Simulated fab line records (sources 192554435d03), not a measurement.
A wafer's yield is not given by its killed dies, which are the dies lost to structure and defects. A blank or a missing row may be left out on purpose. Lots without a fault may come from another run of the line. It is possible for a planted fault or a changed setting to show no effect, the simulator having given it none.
fab line records	flow n5Finfet
[record] lots = 9	wafers = 27	lastDay = 17
route steps=1938 shown BEOL_M1@775 BEOL_M4@1111 PASSIVATION@1936
lots untouched by any fault: they come from a run of this same line in which no faults occurred
startH: the number of hours between the record's first day and the start of the first shown wafer of the lot	waitH: hours since the lot's step before	" as in the row above	L1.1+2: one row covering several wafers at once	- either no value or no given start	* or withheld: withheld	< > ~ a bound
route shown NAME@n: NAME is a module with steps in the file, n the number in the route of the first one	usual: mean and standard deviation over wafers with no fault	same: alike in all rows	chamber/n: place in a boat	sites: each site's reading	_std_site: standard deviation of those values	_edge_site: the outer-site mean with the inner-site mean subtracted	radiusMm: how far each site lies from the wafer's centre	mask NAME#n: copy n	behind: the last tool/chamber to shape the wafer	hold: why the lot was held/for how many hours/how that ended	device: whichever transistor did not switch (one of n, p or np)	end of line: tests run on the same wafers once the route is complete	for a step that has no rows: nothing shown but its recipe	killed: dies that structure and defects cost at the first sort, which is not the same as the wafer's yield	map: dies across one wafer; x = killed, . = not, _ = none there
set.NAME: the run value of the setting; set.NAME@STEP: its run value at that earlier step	model.NAME: the simulator's own value behind a step, which no gauge read
steps of the route over a sample of lots; a table a step, a row a wafer
services: from which hour (startH, from the record's first day; less than 0 if before it) a tool's chamber was out of use, for how many hours, and why
[[steps]]
[step N5_BEOL_M1_STRIP_19]
[recipe] chemistry = O2	powerW = 400	tempC = 40	pressureMtorr = 30	rfFrequencyHz = 6e+07	biasPowerW = 0	overashFraction = 0.2	o2FlowSccm = 225
[usual] drypumpMotorCurrentA = 5.8/0.45	oesProductAu = 0.76/0.075	rfVppV = 3.6/0.45	showerheadPlenumPTorr = 2.13/0.085	throttleValvePct = 16.80/0.17
lot.wafer	tool	chamber	startH	waitH	drypumpMotorCurrentA	oesProductAu	rfHoursCounterH	rfVppV	showerheadPlenumPTorr	throttleValvePct
L707.1	rieDiel-05	0	123.31	0.1	5.5	0.76	154	3.6	2.19	16.74
L707.4	"	3	"	"	6.5	0.77	155	3.9	2.18	17.03
L707.5	"	3	"	"	6.5	0.77	-	3.2	2.18	17.04
L712.1	rieDiel-02	0	155.42	0.1	6.2	0.72	171	4.3	2.00	16.83
L712.2	"	1	"	"	5.5	0.75	180	4.0	2.18	16.58
L712.4	"	2	"	"	5.3	0.76	128	3.7	2.20	16.82
L716.1	rieDiel-02	0	177.04	0.1	6.1	0.71	179	3.9	2.00	16.84
L716.2	"	2	"	"	5.3	0.76	137	3.8	2.19	16.83
L716.3	"	3	"	"	6.2	0.98	1	3.3	2.25	16.36
L719.1	rieDiel-05	1	195.48	0.1	6.2	0.78	123	3.4	1.93	16.84
L719.2	"	0	"	"	5.5	0.76	175	4.0	2.18	16.77
L719.6	"	1	"	"	6.3	0.78	-	4.0	1.93	16.83
L720.1	rieDiel-06	1	202.02	0.3	5.4	0.70	210	3.5	2.07	16.84
L720.3	"	2	"	"	5.9	0.69	247	3.8	2.15	16.91
L720.4	"	0	"	"	5.0	0.87	48	3.8	2.13	16.64
L721.2	rieDiel-05	0	202.45	0.1	5.5	0.75	177	3.9	2.18	16.78
L721.3	"	1	"	"	6.2	0.78	125	3.7	1.93	16.82
L721.5	"	0	"	"	5.5	0.74	-	3.8	2.18	16.79
L722.2	rieDiel-05	3	218.16	0.1	6.6	0.74	185	3.6	2.17	17.10
L722.4	"	2	"	"	6.1	0.70	228	3.3	2.16	16.79
L722.6	"	2	"	"	6.1	0.70	-	3.4	2.16	16.79
L728.2	rieDiel-02	3	247.55	0.1	6.2	0.91	22	4.2	2.24	16.39
L728.3	"	2	"	"	5.3	0.74	157	3.4	2.19	16.88
L728.4	"	1	"	"	5.5	0.74	211	4.2	2.16	16.62
L730.1	rieDiel-05	0	261.61	0.1	5.5	0.73	194	3.3	2.17	16.83
L730.2	"	2	"	"	6.1	0.69	241	3.4	2.15	16.83
L730.4	"	3	"	"	6.6	0.73	198	2.9	2.16	17.11
[step N5_BEOL_M1_OVL_MEAS_29]
[recipe] pointsPerWafer = 522
[usual] V0_OVL = -0.1/0.73
lot.wafer	tool	chamber	startH	waitH	V0_OVL[nm]
L707.1	overlay-02	0	123.72	0.0	-0.1
L707.4	"	0	"	"	0.6
L707.5	"	0	"	"	-0.6
L712.1	overlay-01	0	155.89	0.0	-0.6
L712.2	"	0	"	"	-0.5
L712.4	"	0	"	"	-0.4
L716.1	overlay-01	0	178.89	0.0	-1.8
L716.2	"	0	"	"	-0.5
L716.3	"	0	"	"	-0.9
L719.1	overlay-01	0	195.90	0.0	0.4
L719.2	"	0	"	"	0.0
L719.6	"	0	"	"	0.6
L720.1	overlay-02	0	202.44	0.0	0.3
L720.3	"	0	"	"	-0.2
L720.4	"	0	"	"	-0.9
L721.2	overlay-02	0	202.91	0.0	0.2
L721.3	"	0	"	"	0.6
L721.5	"	0	"	"	0.6
L722.2	overlay-02	0	218.71	0.0	-1.7
L722.4	"	0	"	"	-1.1
L722.6	"	0	"	"	-0.7
L728.2	overlay-01	0	247.97	0.0	0.0
L728.3	"	0	"	"	1.3
L728.4	"	0	"	"	-0.8
L730.1	overlay-02	0	262.03	0.0	0.3
L730.2	"	0	"	"	1.2
L730.4	"	0	"	"	0.2
[step N5_BEOL_M1_ALD_98]
[recipe] material = SiO2	targetThkA = 25	tempC = 100	aldPrecursorFamily = BDEAS	aldCoReactant = O2-plasma	pulseTimeS = 1	coReactantPulseTimeS = 1	purgeTimeS = 2	coReactantPurgeTimeS = 2	aldCycles = 17	pressureTorr = 2
[usual] heaterPowerW = 79/11	precursorPulseHeightRel = 0.998/0.018	susceptorTempC = 100.01/0.14
lot.wafer	tool	chamber	startH	waitH	heaterPowerW	precursorPulseHeightRel	susceptorTempC
L707.1	aldSin-02	0	123.95	0.1	87	0.983	99.79
L707.4	"	2	"	"	90	0.997	100.07
L707.5	"	2	"	"	89	0.981	99.98
L712.1	aldSin-01	0	156.12	0.1	79	0.985	99.99
L712.2	"	2	"	"	64	1.008	100.17
L712.4	"	3	"	"	77	0.998	99.84
L716.1	aldSin-01	2	179.46	0.3	64	1.027	100.08
L716.2	"	1	"	"	75	1.011	99.70
L716.3	"	3	"	"	77	1.014	100.10
L719.1	aldSin-01	3	196.26	0.2	74	0.954	99.88
L719.2	"	0	"	"	77	0.999	100.01
L719.6	"	3	"	"	76	1.017	99.91
L720.1	aldSin-02	3	202.68	0.1	71	0.986	99.90
L720.3	"	1	"	"	99	0.981	100.03
L720.4	"	2	"	"	90	0.987	100.05
L721.2	aldSin-01	2	203.37	0.1	68	1.032	102.34
L721.3	"	1	"	"	79	1.007	102.07
L721.5	"	2	"	"	65	1.008	102.07
L722.2	aldSin-01	1	218.93	0.1	77	1.008	102.10
L722.4	"	0	"	"	84	0.953	102.06
L722.6	"	2	"	"	66	0.998	101.99
L728.2	aldSin-02	3	248.19	0.1	72	1.022	99.76
L728.3	"	1	"	"	101	1.032	99.86
L728.4	"	0	"	"	86	0.988	100.04
L730.1	aldSin-02	0	262.26	0.1	86	1.008	100.10
L730.2	"	1	"	"	100	0.995	100.14
L730.4	"	2	"	"	89	1.024	99.98
[step N5_BEOL_M1_ETCHBACK_99]
[recipe] chemistry = CHF3	target = SiO2	targetDepthA = 50	timeS = 10.4	sourceW = 215	biasW = 47	Ar_flow_sccm = 200	CHF3_flow_sccm = 12	ionEnergyEv = 100	pressureMtorr = 30
[usual] biasW = 47.00/0.13	drypumpMotorCurrentA = 5.8/0.46	oes_ar_750_au = 0.76/0.071	oesProductAu = 0.76/0.076	rfVppV = 240.3/2.6	showerheadPlenumPTorr = 2.18/0.083	throttleValvePct = 17.19/0.19
lot.wafer	tool	chamber	startH	waitH	biasW	drypumpMotorCurrentA	oes_ar_750_au	oesProductAu	rfHoursCounterH	rfVppV	showerheadPlenumPTorr	throttleValvePct
L707.1	rieDiel-06	1	124.12	0.1	46.95	5.4	0.72	0.72	187	240.6	2.14	17.22
L707.4	"	3	"	"	47.11	5.6	0.72	0.72	202	236.3	2.23	17.44
L707.5	"	1	"	"	46.99	5.4	0.73	0.72	-	240.8	2.14	17.23
L712.1	rieDiel-05	3	158.12	2.0	46.81	6.6	0.76	0.76	167	239.1	2.23	17.48
L712.2	"	2	"	"	46.93	6.0	0.71	0.72	210	241.8	2.21	17.11
L712.4	"	0	"	"	47.10	5.5	0.77	0.76	164	238.0	2.24	17.14
L716.1	rieDiel-02	2	180.83	1.3	46.95	5.3	0.76	0.76	138	238.9	2.24	17.18
L716.2	"	1	"	"	46.98	5.5	0.74	0.74	190	243.9	2.23	17.00
L716.3	"	3	"	"	47.02	6.2	0.97	0.97	3	242.7	2.30	16.72
L719.1	rieDiel-02	3	197.16	0.9	47.01	6.2	0.94	0.95	7	243.1	2.30	16.73
L719.2	"	1	"	"	46.95	5.5	0.74	0.74	195	246.3	2.23	16.99
L719.6	"	2	"	"	46.95	5.3	0.75	0.75	-	241.0	2.24	17.16
L720.1	rieDiel-05	1	205.21	2.5	46.98	6.2	0.77	0.77	126	238.9	1.99	17.29
L720.3	"	3	"	"	47.11	6.6	0.75	0.74	182	240.3	2.23	17.50
L720.4	"	0	"	"	46.99	5.5	0.76	0.75	178	239.2	2.23	17.15
L721.2	rieDiel-02	0	205.44	2.0	47.12	6.2	0.72	0.72	187	235.6	2.05	17.23
L721.3	"	2	"	"	47.12	5.3	0.75	0.75	146	240.1	2.24	17.20
L721.5	"	1	"	"	47.01	5.5	0.73	0.74	-	244.4	2.22	17.01
L722.2	rieDiel-06	3	220.24	1.3	47.22	5.7	0.71	0.70	230	237.8	2.22	17.47
L722.4	"	0	"	"	47.05	4.9	0.87	0.88	-	242.2	2.19	17.08
L722.6	"	3	"	"	46.98	5.6	0.71	0.70	-	237.1	2.22	17.49
L728.2	rieDiel-02	3	257.63	9.4	46.81	6.2	0.90	0.91	25	243.4	2.29	16.76
L728.3	"	0	"	"	46.90	6.2	0.72	0.71	202	235.6	2.04	17.28
L728.4	"	2	"	"	46.91	5.3	0.74	0.73	159	239.7	2.23	17.21
L730.1	rieDiel-06	1	262.39	0.1	46.98	5.4	0.69	0.68	230	238.9	2.12	17.31
L730.2	"	2	"	"	46.89	5.9	0.96	0.97	6	245.0	2.20	16.86
L730.4	"	3	"	"	47.06	5.7	0.70	0.68	243	235.7	2.21	17.51
[step N5_BEOL_M4_RC_MEAS_101]
[usual] DIBL_N = 35.7/1.3	DIBL_P = 36.0/1.6	IOFF_N = 0.154/0.025	IOFF_P = 0.21/0.034	ION_N = 675/9.7	ION_P = 465/7.4	SS_N = 71.3/0.55	SS_P = 73.1/0.52	VT_N = 250/3	VT_P = -249/3.6
lot.wafer	tool	chamber	startH	waitH	DIBL_N[mV/V]	DIBL_P[mV/V]	IOFF_N[nA/um]	IOFF_P[nA/um]	ION_N[uA/um]	ION_P[uA/um]	SS_N[mV/dec]	SS_P[mV/dec]	VT_N[mV]	VT_P[mV]
L707.1	prober-01	0	167.57	0.0	37.3	39.0	0.199	0.25	697	474	71.6	73.8	244	-248
L707.4	"	0	"	"	35.8	37.3	0.157	0.22	682	469	71.3	72.9	247	-248
L707.5	"	0	"	"	37.5	39.4	0.190	0.26	674	464	72.0	73.9	244	-248
L712.1	prober-01	0	195.77	0.0	36.2	36.6	0.185	0.28	690	481	71.3	73.0	244	-242
L712.2	"	0	"	"	37.3	38.7	0.213	0.30	704	492	71.8	73.5	244	-243
L712.4	"	0	"	"	35.7	35.5	0.158	0.24	682	469	71.7	72.8	248	-245
L716.1	prober-02	0	218.12	0.0	35.9	36.1	0.152	0.19	666	458	71.8	74.0	250	-253
L716.2	"	0	"	"	34.7	35.1	0.137	0.18	676	467	71.7	73.5	250	-253
L716.3	"	0	"	"	34.6	34.3	0.133	0.17	672	457	71.9	73.0	252	-257
L719.1	prober-01	0	236.37	0.0	35.5	34.5	0.131	0.17	669	456	70.7	74.0	254	-256
L719.2	"	0	"	"	37.2	36.2	0.157	0.20	670	454	71.0	73.5	250	-255
L719.6	"	0	"	"	36.6	35.7	0.153	0.18	685	458	71.5	74.0	249	-255
L720.1	prober-01	0	240.49	0.2	34.1	35.8	0.137	0.21	678	467	70.9	73.3	251	-251
L720.3	"	0	"	"	33.7	35.4	0.127	0.20	669	469	70.1	72.6	252	-249
L720.4	"	0	"	"	33.2	33.6	0.117	0.18	672	458	70.5	72.7	254	-254
L721.2	prober-02	0	242.71	0.2	37.6	37.7	0.174	0.25	689	475	71.1	72.6	246	-246
L721.3	"	0	"	"	37.9	37.9	0.182	0.23	676	463	71.7	73.7	247	-249
L721.5	"	0	"	"	38.0	38.6	0.188	0.26	684	474	72.4	73.0	247	-246
L722.2	prober-02	0	270.21	0.2	33.4	33.0	0.112	0.17	668	469	70.9	73.2	256	-252
L722.4	"	0	"	"	34.0	33.0	0.117	0.16	665	460	70.6	72.9	253	-253
L722.6	"	0	"	"	34.2	33.6	0.121	0.17	664	456	70.5	73.1	253	-255
L730.1	prober-02	0	302.38	0.0	36.9	35.3	0.160	0.20	671	459	71.9	72.7	249	-252
L730.2	"	0	"	"	36.3	35.5	0.151	0.19	673	467	71.9	72.9	249	-252
L730.4	"	0	"	"	37.2	36.2	0.168	0.21	680	459	71.7	73.7	249	-251
L728.2	prober-02	0	306.31	0.2	35.3	33.8	0.121	0.15	671	453	70.8	72.5	254	-256
L728.3	"	0	"	"	39.4	39.1	0.195	0.21	680	454	71.6	73.3	249	-251
L728.4	"	0	"	"	35.3	34.4	0.121	0.14	668	449	70.8	72.3	254	-262
[step N5_PASSIVATION_PROBE_49]
[usual] defectLimitedYield = 91.6/1.4	killed_at_M0_to_M3 = 35/10	killed_at_M4_up = 13/5.3	killedAtContacts = 12/5.9	killedAtFrontEnd = 36/9.9	killedAtOther = 3.2/3	killedDies = 99/16	killedOnRim = 13/3.9	killedOpen = 66/12	killedShort = 32/7.7	sort_bin_5_function = 4.9/0.91	sort_bin_6_memory = 3.2/0.65	sortNPass = 1081/16	sortYieldPct = 91.6/1.4
[same] grossDies = 1180	killedAtBackSide = 0	sort_bin_4_leakage[%] = 0	sort_bin_8_speed[%] = 0
lot.wafer	tool	chamber	startH	waitH	defectLimitedYield[%]	killed_at_M0_to_M3	killed_at_M4_up	killedAtContacts	killedAtFrontEnd	killedAtOther	killedDies	killedOnRim	killedOpen	killedShort	sort_bin_5_function[%]	sort_bin_6_memory[%]	sortNPass	sortYieldPct[%]
L721.2	prober-01	-	350.30	0.1	91.6	38	13	11	33	4	99	17	59	39	4.8	3.4	1081	91.6
L721.3	prober-01	-	350.35	0.1	91.0	38	7	19	42	0	106	10	61	45	5.3	3.7	1074	91.0
L721.5	prober-01	-	350.45	0.2	92.8	31	15	9	29	1	85	13	50	31	4.1	2.6	1095	92.8
L720.1	prober-02	-	352.99	0.0	91.7	41	14	15	28	0	98	15	71	27	5.3	2.8	1082	91.7
L720.3	prober-02	-	353.09	0.1	91.9	26	17	15	32	5	95	12	64	31	4.5	3.1	1085	91.9
L720.4	prober-02	-	353.14	0.2	91.1	48	17	8	31	1	105	10	73	32	5.1	3.6	1075	91.1
L722.2	prober-01	-	376.24	0.1	93.4	24	7	13	34	0	78	12	46	31	4.5	1.9	1102	93.4
L722.4	prober-01	-	376.34	0.2	92.5	24	7	20	35	3	89	10	58	30	4.7	2.5	1091	92.5
L722.6	prober-01	-	376.44	0.3	94.7	13	7	23	15	4	62	8	44	17	2.8	2.4	1118	94.7
L730.1	prober-01	-	409.57	0.2	90.8	43	16	3	44	3	109	18	78	28	4.9	4.0	1071	90.8
L730.2	prober-01	-	409.62	0.2	91.0	18	12	14	62	0	106	11	76	30	5.7	3.1	1074	91.0
L730.4	prober-01	-	409.72	0.3	94.4	16	9	7	34	0	66	10	44	21	3.5	1.9	1114	94.4
// killed by level:class
L721.2 BEOL_M3:geometricParticle:open=12 FIN_SAQP:geometricParticle:short=11 MOL_CONTACT_COAG:geometricParticle:open=10 BEOL_M0_SAQP:geometricParticle:open=8 BEOL_M0_SAQP:geometricParticle:short=8 STARTING-WAFER:geometricParticle:open=5 GATE_CUT:geometricParticle:short=4 DUMMY_GATE:geometricParticle:open=4
L721.3 FIN_SAQP:geometricParticle:short=18 MOL_CONTACT_COAG:geometricParticle:open=17 BEOL_M0_SAQP:geometricParticle:short=12 BEOL_M0_SAQP:geometricParticle:open=11 BEOL_M2:geometricParticle:open=6 GATE_CUT:geometricParticle:short=6 FIN_SAQP:geometricParticle:open=4 BEOL_M3:geometricParticle:open=4
L721.5 BEOL_M0_SAQP:geometricParticle:short=8 MOL_CONTACT_COAG:geometricParticle:open=7 BEOL_M1:geometricParticle:open=7 STI_FIN_REVEAL:geometricParticle:open=6 BEOL_M0_SAQP:geometricParticle:open=6 DUMMY_GATE:geometricParticle:short=5 BEOL_M4:geometricParticle:short=5 FIN_SAQP:geometricParticle:open=4
L720.1 BEOL_M2:geometricParticle:open=12 MOL_CONTACT_COAG:geometricParticle:open=11 BEOL_M0_SAQP:geometricParticle:open=9 BEOL_M3:geometricParticle:open=8 FIN_SAQP:geometricParticle:open=5 GATE_CUT:geometricParticle:short=4 MOL_CONTACT_COAG:geometricParticle:short=4 BEOL_M4:geometricParticle:open=4
L720.3 BEOL_M3:geometricParticle:open=13 MOL_CONTACT_COAG:geometricParticle:open=11 FIN_SAQP:geometricParticle:open=10 FIN_SAQP:geometricParticle:short=6 BEOL_M4:geometricParticle:open=6 GATE_CUT:geometricParticle:open=4 MOL_CONTACT_COAG:geometricParticle:short=4 BEOL_M4:geometricParticle:short=4
L720.4 BEOL_M3:geometricParticle:open=16 BEOL_M4:geometricParticle:open=10 BEOL_M0_SAQP:geometricParticle:open=8 DUMMY_GATE:geometricParticle:open=7 BEOL_M2:geometricParticle:open=7 FIN_SAQP:geometricParticle:open=6 GATE_CUT:geometricParticle:short=5 BEOL_M1:geometricParticle:open=4
L722.2 BEOL_M2:geometricParticle:open=11 GATE_CUT:geometricParticle:short=9 MOL_CONTACT_COAG:geometricParticle:open=9 BEOL_M1:geometricParticle:open=6 MOL_CONTACT_COAG:geometricParticle:short=4 STARTING-WAFER:geometricParticle:open=4 BEOL_M5:geometricParticle:short=3 FIN_SAQP:geometricParticle:short=2
L722.4 MOL_CONTACT_COAG:geometricParticle:open=12 STI_FIN_REVEAL:geometricParticle:open=9 MOL_CONTACT_COAG:geometricParticle:short=8 BEOL_M2:geometricParticle:open=8 BEOL_M1:geometricParticle:open=5 BEOL_M4:geometricParticle:open=5 DUMMY_GATE:geometricParticle:open=4 FIN_SAQP:geometricParticle:open=3
L722.6 MOL_CONTACT_COAG:geometricParticle:open=20 BEOL_M2:geometricParticle:open=7 MOL_CONTACT_COAG:geometricParticle:short=3 STARTING-WAFER:geometricParticle:open=3 STARTING-WAFER:geometricParticle:short=3 ILD0:geometricParticle:open=2 BEOL_M1:geometricParticle:open=2 BEOL_M1:geometricParticle:short=2
L730.1 BEOL_M0_SAQP:geometricParticle:open=19 FIN_SAQP:geometricParticle:short=10 STI_FIN_REVEAL:geometricParticle:open=10 FIN_SAQP:geometricParticle:open=9 BEOL_M0_SAQP:geometricParticle:short=9 BEOL_M2:geometricParticle:open=6 DUMMY_GATE:geometricParticle:open=5 BEOL_M1:geometricParticle:open=4
L730.2 STI_FIN_REVEAL:geometricParticle:open=20 FIN_SAQP:geometricParticle:open=13 MOL_CONTACT_COAG:geometricParticle:open=9 GATE_CUT:geometricParticle:short=7 BEOL_M0_SAQP:geometricParticle:open=7 GATE_CUT:geometricParticle:open=6 BEOL_M0_SAQP:geometricParticle:short=6 MOL_CONTACT_COAG:geometricParticle:short=5
L730.4 STI_FIN_REVEAL:geometricParticle:open=11 FIN_SAQP:geometricParticle:short=7 MOL_CONTACT_COAG:geometricParticle:open=6 BEOL_M0_SAQP:geometricParticle:short=5 BEOL_M0_SAQP:geometricParticle:open=4 FIN_SAQP:geometricParticle:open=3 DUMMY_GATE:geometricParticle:open=3 BEOL_M5:geometricParticle:open=3
[[services]]
tool	chamber	startH	hours	kind
rieDiel-02	1	104.61	8.1	repair
rieDiel-06	-	109.40	0.7	repair
aldSin-02	-	113.10	2.8	pm
rieDiel-02	-	146.70	2.8	pm
rieDiel-02	3	157.07	-	clean
rieDiel-02	3	157.07	-	consumableReplace:focusRing
rieDiel-02	3	157.07	-	consumableReplace:showerhead
rieDiel-02	3	157.07	15.7	scheduledDown
rieDiel-02	3	157.07	15.7	ventCycle
aldSin-01	3	159.27	3.1	repair
rieDiel-02	0	180.05	2.6	repair
aldSin-01	2	208.67	6.7	repair
rieDiel-06	2	212.43	-	clean
rieDiel-06	2	212.43	-	consumableReplace:focusRing
rieDiel-06	2	212.43	23.1	scheduledDown
rieDiel-06	2	212.43	23.1	ventCycle
[[key]]
[firstSign] step = N5_BEOL_M1_ALD_98	reading = susceptorTempC	direction = up	sigmas = 15	usual = *	struck = *
effect none on later readings
metAt N5_BEOL_M1_ALD_98
struckLots L721,L722
notActingAt N5_BEOL_M1_STRIP_19,N5_BEOL_M1_OVL_MEAS_29,N5_BEOL_M1_ETCHBACK_99
onsetBetween 196.26 203.37
[fault] kind = processParameterDrift	tool = aldSin-01	chamber = -	onsetH = 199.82	steps = N5_BEOL_M1_ALD_98	channel = tempC	offset = *	shape = step	endH = 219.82	actsIn = *	stated = *
